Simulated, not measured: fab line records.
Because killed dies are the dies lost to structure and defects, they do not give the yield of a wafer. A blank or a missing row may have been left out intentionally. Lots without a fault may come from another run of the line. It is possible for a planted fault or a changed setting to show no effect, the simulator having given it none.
Matching of chambers    flow n5 finfet    rie diel-02 running N5_GATE_CUT_ETCH_58: 4 sister chambers
The step etches SiNx in CH3F/O2, target depth 17 nm, time 128.6 s. 4 wafers are shown with their chamber, then 9 later ones without.

== WAFERS WITH THEIR CHAMBER ==
wafer   chamber  showerhead plenum p Torr (Torr)
L081.5  3        2.00
L088.1  0        1.85
L088.3  1        1.96
L088.4  2        1.98

== WAFERS WITHOUT THEIR CHAMBER ==
wafer   showerhead plenum p Torr (Torr)
L091.1  1.98
L091.3  1.85
L091.6  1.99
L094.2  1.96
L094.3  1.85
L094.6  1.85
L096.3  1.98
L096.4  1.84
L096.6  1.84

== THE CHAMBER EACH PASSED THROUGH ==
wafer   from the rows above      in truth
L091.1  2                        2
L091.3  0                        0
L091.6  can't be placed: 2 or 3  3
L094.2  1                        1
L094.3  0                        0
L094.6  0                        0
L096.3  2                        2
L096.4  0                        0
L096.6  0                        0
Placed correctly: 8 of 9. Cannot be placed on the basis of these rows: 1; the candidates contain the true chamber in 1. 0 placed wrongly.
How it was worked out, from the rows above alone: a wafer's distance from a chamber is the root of the sum, over the readings, of the square of ((its reading less the chamber's mean) divided by the reading's scatter). The wafer belongs to the nearest chamber; if the next one is less than 2 further off, it can't be placed. The mean given for a chamber averages the wafers shown for that chamber. The scatter (one wafer shown for each chamber): square how far every hidden wafer sits from the nearest shown wafer, average those squares and take the square root.
